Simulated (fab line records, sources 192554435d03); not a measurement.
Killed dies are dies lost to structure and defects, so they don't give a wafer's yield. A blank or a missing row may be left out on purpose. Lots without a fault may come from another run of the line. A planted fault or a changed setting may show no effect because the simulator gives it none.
fab line records | flow n5_finfet
record lots=7 wafers=21 last_day=17
route steps=1938 shown GATE_CUT@511 MOL_CONTACT_COAG@517
lots that met no fault: from a run of the same line without faults
start_h: hours from the record's first day to the start of the lot's first wafer shown | wait_h: hours since the lot's step before | " the same as in the row above | L1.1+2: a row that stands for several wafers | - no value, or no start given | * or withheld: withheld | < > ~ a bound
route shown NAME@n: a module of which the file shows steps, and the number in the route of the first | usual: mean/standard deviation of fault-free wafers | same: alike in all rows | chamber/n: place in a boat | sites: the reading at each site | _std_site: their standard deviation | _edge_site: outer sites' mean less inner sites' | radius_mm: how far each site lies from the wafer's centre | mask NAME#n: copy n | behind: the tool/chamber that last shaped the wafer | hold: why the lot was held/for how many hours/how that ended | device: the transistor (n, p or np) that didn't switch | end of line: the same wafers' tests at the end of the route | a step without rows: its recipe alone | killed: dies lost to structure and defects at the first sort, not the wafer's yield | map: a wafer's dies, x killed, . not, _ none there
set.NAME: the setting as run; set.NAME@STEP: as run at that earlier step | model.NAME: the simulator's own value behind a step, which no gauge read
lots at some steps of the route; a table a step, a row a wafer
services: from which hour (start_h, from the record's first day; less than 0 if before it) a tool's chamber was out of use, for how many hours, and why
## steps
# step N5_GATE_CUT_CMP_23
# recipe stop_on=SiO2 t_overpolish_s=23.4 post_cmp_clean=alkaline_brush down_force_psi=2.5 platen_rpm=51.8 pad_velocity_m_s=1.0307 target_thk_nm=16
# usual motor_current_A=9.2/0.91 overpolish_run_s=23.401/0.0092 slurry_filter_dp_kPa=13.49/0.14 time_to_endpoint_s=18.4/2.2
# columns lot.wafer tool chamber start_h wait_h motor_current_A overpolish_run_s slurry_filter_dp_kPa time_to_endpoint_s
L508.2 cmp-01 1 91.20 0.9 7.8 23.402 13.40 21.3
L508.6 " 2 " " 10.9 23.396 13.74 20.0
L508.5 " 3 " " 7.8 23.407 13.71 19.7
L526.1 cmp-01 1 196.78 0.8 8.0 23.412 13.29 19.7
L526.3 " 0 " " 10.3 23.382 13.56 23.7
L526.6 " 1 " " 7.4 23.390 13.42 21.1
L527.1 cmp-02 0 204.18 0.8 8.6 23.425 13.54 14.3
L527.2 " 1 " " 10.9 23.401 13.43 14.6
L527.4 " 3 " " 9.4 23.396 13.83 14.4
L528.4 cmp-03 1 205.64 0.8 10.0 23.389 13.55 16.7
L528.1 " 3 " " 8.6 23.392 13.59 16.5
L528.6 " 1 " " 9.7 23.404 13.55 19.1
L529.3 cmp-02 3 212.14 0.8 9.2 23.410 13.59 17.0
L529.2 " 0 " " 8.7 23.386 13.58 16.1
L529.5 " 2 " " 9.1 23.414 13.59 19.6
L530.3 cmp-02 2 220.40 0.9 8.8 23.394 13.56 17.6
L530.1 " 0 " " 8.7 23.389 13.16 15.1
L530.6 " 2 " " 9.3 23.391 13.31 17.7
L525.2 cmp-01 3 226.98 0.8 7.9 23.397 13.63 17.4
L525.1 " 0 " " 10.3 23.413 13.54 17.2
L525.6 " 3 " " 8.2 23.412 13.38 19.4
# step N5_GATE_CUT_THK_MEAS_24
# recipe reads=SiO2_of_GATE_CUT_HM_DEP_46+SiO2_flowable_of_ILD0_FCVD_FILL_01
# usual GC_FILL_THK=220.4/2
# columns lot.wafer tool chamber start_h wait_h GC_FILL_THK[nm]
L508.2 film_metro-02 - 91.39 - 220.4
L508.5 " - " " 219.2
L508.6 " - " " 223.6
L526.1 film_metro-02 - 197.07 - 216.7
L526.3 " - " " 220.1
L526.6 " - " " 222.8
L527.1 film_metro-02 - 204.48 - 218.0
L527.2 " - " " 219.7
L527.4 " - " " 219.7
L528.1 film_metro-02 - 205.89 - 217.7
L528.4 " - " " 221.2
L528.6 " - " " 223.7
L529.2 film_metro-02 - 212.36 - 218.2
L529.3 " - " " 218.9
L529.5 " - " " 219.9
L530.1 film_metro-02 - 220.66 - 219.2
L530.3 " - " " 218.6
L530.6 " - " " 219.7
L525.1 film_metro-01 - 227.28 - 220.7
L525.2 " - " " 218.4
L525.6 " - " " 223.6
# step N5_GATE_CUT_CMP_43
# recipe material=SiO2 post_cmp_clean=rinse_only
# usual motor_current_A=12.3/1.2 slurry_filter_dp_kPa=13.52/0.15
# columns lot.wafer tool chamber start_h wait_h motor_current_A slurry_filter_dp_kPa
L508.2 cmp-02 0 91.50 0.1 12.1 13.61
L508.5 " 3 " " 12.3 13.48
L508.6 " 0 " " 12.6 13.42
L526.1 cmp-02 3 197.10 0.0 11.6 13.35
L526.3 " 1 " " 13.2 13.53
L526.6 " 0 " " 11.7 13.62
L527.1 cmp-01 0 204.59 0.1 14.2 13.33
L527.4 " 1 " " 10.1 13.49
L527.2 " 2 " " 14.0 13.37
L528.1 cmp-01 3 205.92 0.0 10.8 13.63
L528.4 " 2 " " 15.2 13.56
L528.6 " 0 " " 14.1 13.47
L529.3 cmp-03 3 212.39 0.0 11.2 13.43
L529.2 " 0 " " 11.5 13.42
L529.5 " 3 " " 10.9 13.35
L530.3 cmp-01 0 220.77 0.1 13.6 13.32
L530.1 " 1 " " 10.5 13.52
L530.6 " 3 " " 10.9 13.53
L525.2 cmp-03 3 227.30 0.0 11.3 13.92
L525.1 " 1 " " 13.1 13.66
L525.6 " 0 " " 11.3 13.45
# step N5_GATE_CUT_CMP_61
# recipe stop_on=SiNx t_overpolish_s=3 post_cmp_clean=alkaline_brush down_force_psi=4 platen_rpm=27.09 pad_velocity_m_s=0.539
# usual motor_current_A=12.3/1.2 slurry_filter_dp_kPa=13.49/0.13
# columns lot.wafer tool chamber start_h wait_h motor_current_A slurry_filter_dp_kPa
L508.2 cmp-02 0 91.93 0.3 11.6 13.68
L508.5 " 3 " " 12.4 13.43
L508.6 " 0 " " 12.2 13.71
L526.1 cmp-02 3 197.77 0.6 11.8 13.66
L526.3 " 1 " " 14.8 13.36
L526.6 " 0 " " 12.0 13.40
L527.1 cmp-01 0 205.02 0.3 14.3 13.66
L527.4 " 1 " " 9.9 13.58
L527.2 " 2 " " 13.6 13.27
L528.1 cmp-01 3 206.40 0.4 10.7 13.67
L528.4 " 2 " " 14.3 13.43
L528.6 " 0 " " 14.1 13.73
L529.3 cmp-03 3 212.87 0.4 11.4 13.62
L529.2 " 0 " " 11.8 13.70
L529.5 " 3 " " 11.9 13.55
L530.3 cmp-01 0 221.20 0.3 14.6 13.63
L530.1 " 1 " " 10.5 13.37
L530.6 " 3 " " 10.6 13.58
L525.2 cmp-03 3 227.78 0.4 12.4 13.23
L525.1 " 1 " " 13.0 13.48
L525.6 " 0 " " 11.6 13.61
# step N5_GATE_CUT_INSPECT_26
# recipe inspect_instrument=darkfield mode=post_cmp
# usual raw_defect_count=41/20
# columns lot.wafer tool chamber start_h wait_h raw_defect_count
L508.2 defect_inspect-02 - 92.13 0.0 24
L508.5 " - " " 34
L508.6 " - " " 25
L526.1 defect_inspect-01 - 198.01 0.0 48
L526.3 " - " " 58
L526.6 " - " " 19
L527.1 defect_inspect-02 - 205.22 0.0 50
L527.2 " - " " 33
L527.4 " - " " 58
L528.1 defect_inspect-01 - 206.63 0.0 47
L528.4 " - " " 20
L528.6 " - " " 48
L529.2 defect_inspect-01 - 213.10 0.0 31
L529.3 " - " " 32
L529.5 " - " " 22
L530.1 defect_inspect-02 - 221.40 0.0 33
L530.3 " - " " 24
L530.6 " - " " 21
L525.1 defect_inspect-02 - 228.02 0.0 33
L525.2 " - " " 58
L525.6 " - " " 40
# step N5_MOL_CONTACT_COAG_COAT_103
# recipe resist=SOC temp_c=250 time_s=60 spin_rpm=1500 resist_thk_nm=80
# step N5_MOL_CONTACT_COAG_COAT_104
# recipe resist=SiARC temp_c=220 time_s=60 spin_rpm=1500 resist_thk_nm=12
# step N5_MOL_CONTACT_COAG_COAT_58
# recipe resist=underlayer temp_c=205 time_s=60 spin_rpm=1500 resist_thk_nm=10
# step N5_MOL_CONTACT_COAG_COAT_02
# recipe resist=CAR-EUV spin_rpm=1500 resist_thk_nm=30
# step N5_MOL_CONTACT_COAG_EBR_04
# recipe solvent=PGMEA ebr_width_mm=1.5
# step N5_MOL_CONTACT_COAG_SOFTBAKE_03
# recipe temp_c=110 time_s=60 resist=CAR-EUV
# step N5_MOL_CONTACT_COAG_EXPOSE_05
# recipe mask_id=CA na=0.33 source_shape=annular sigma_inner=0.4 sigma_outer=0.8 polarization=unpolarized defocus_nm=0 dose_mj=38.25
# usual exposure_dose_mJ_cm2=38.23/0.039 focus_offset_nm=-0.1/0.57
# columns lot.wafer tool chamber start_h wait_h mask exposure_dose_mJ_cm2 focus_offset_nm
L508.2 euv_scanner-02 0 92.30 - CA#0 38.21 -1.6
L508.5 " 0 " " CA#0 38.24 0.8
L508.6 " 0 " " CA#0 38.25 0.2
L526.1 euv_scanner-01 - 198.30 - CA#0 - -
L526.3 " - " " CA#0 - -
L526.6 " - " " CA#0 - -
L527.1 euv_scanner-01 - 205.39 - CA#0 - -
L527.2 " - " " CA#0 - -
L527.4 " - " " CA#0 - -
L528.1 euv_scanner-01 0 206.81 - CA#0 38.21 0.1
L528.4 " 0 " " CA#0 38.23 -0.4
L528.6 " 0 " " CA#0 38.20 0.0
L529.2 euv_scanner-02 0 213.40 - CA#0 38.22 0.3
L529.3 " 0 " " CA#0 38.22 0.2
L529.5 " 0 " " CA#0 38.21 0.7
L530.1 euv_scanner-01 0 222.28 - CA#0 38.33 -0.7
L530.3 " 0 " " CA#0 38.27 0.3
L530.6 " 0 " " CA#0 38.25 -0.7
L525.1 euv_scanner-02 - 228.18 - CA#0 - -
L525.2 " - " " CA#0 - -
L525.6 " - " " CA#0 - -
# step N5_MOL_CONTACT_COAG_PEB_06
# recipe peb_temp_c=100 peb_time_s=60 resist=CAR-EUV
## services
# columns tool chamber start_h hours kind
cmp-02 - 67.40 1.0 repair
euv_scanner-01 - 71.48 1.0 pm
cmp-02 - 80.93 1.7 repair
cmp-03 - 84.15 0.6 repair
cmp-01 - 86.37 2.5 repair
euv_scanner-02 - 92.80 5.8 pm
euv_scanner-02 - 103.18 0.4 repair
euv_scanner-02 - 110.87 1.0 pm
euv_scanner-01 - 123.37 4.6 pm
cmp-02 - 131.67 0.6 repair
cmp-03 - 147.38 4.0 pm
cmp-03 - 151.38 - consumable_replace:conditioner
euv_scanner-02 - 167.02 1.0 pm
cmp-03 - 181.03 5.0 pm
cmp-01 - 182.90 1.0 repair
euv_scanner-01 - 183.78 1.0 pm
cmp-01 - 190.13 0.5 repair
euv_scanner-02 - 202.63 4.6 pm
cmp-01 - 215.26 4.0 pm
euv_scanner-02 - 215.27 0.1 repair
cmp-01 - 219.26 - consumable_replace:conditioner
cmp-01 - 219.26 - consumable_replace:pad
euv_scanner-02 - 223.17 1.0 pm
euv_scanner-01 - 228.10 1.5 repair
## key
first_sign step=N5_MOL_CONTACT_COAG_EXPOSE_05 reading=tool_record direction=missing
effect none on later readings
met_at N5_MOL_CONTACT_COAG_EXPOSE_05
struck_wafers L525.1,L525.2,L525.6,L526.1,L526.3,L526.6,L527.1,L527.2,L527.4
later_rows_left_out L525.1,L525.2,L525.6,L526.1,L526.3,L526.6,L527.1,L527.2,L527.4
sort_left_out L525.1,L525.2,L525.6,L526.1,L526.3,L526.6,L527.1,L527.2,L527.4
onset_between 92.30 198.30
fault kind=skipped_step_whole tool=euv_scanner-01,euv_scanner-02 chamber=- onset_h=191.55 steps=N5_MOL_CONTACT_COAG_EXPOSE_05 scope=struck_lots_only
# sort_left_out: the simulated sort isn't trusted on such a fault, so these wafers' sort isn't shown, and their yield isn't known
# later_rows_left_out: the simulator's readings of these wafers behind a module that went badly wrong aren't trusted and aren't shown, but for the sort
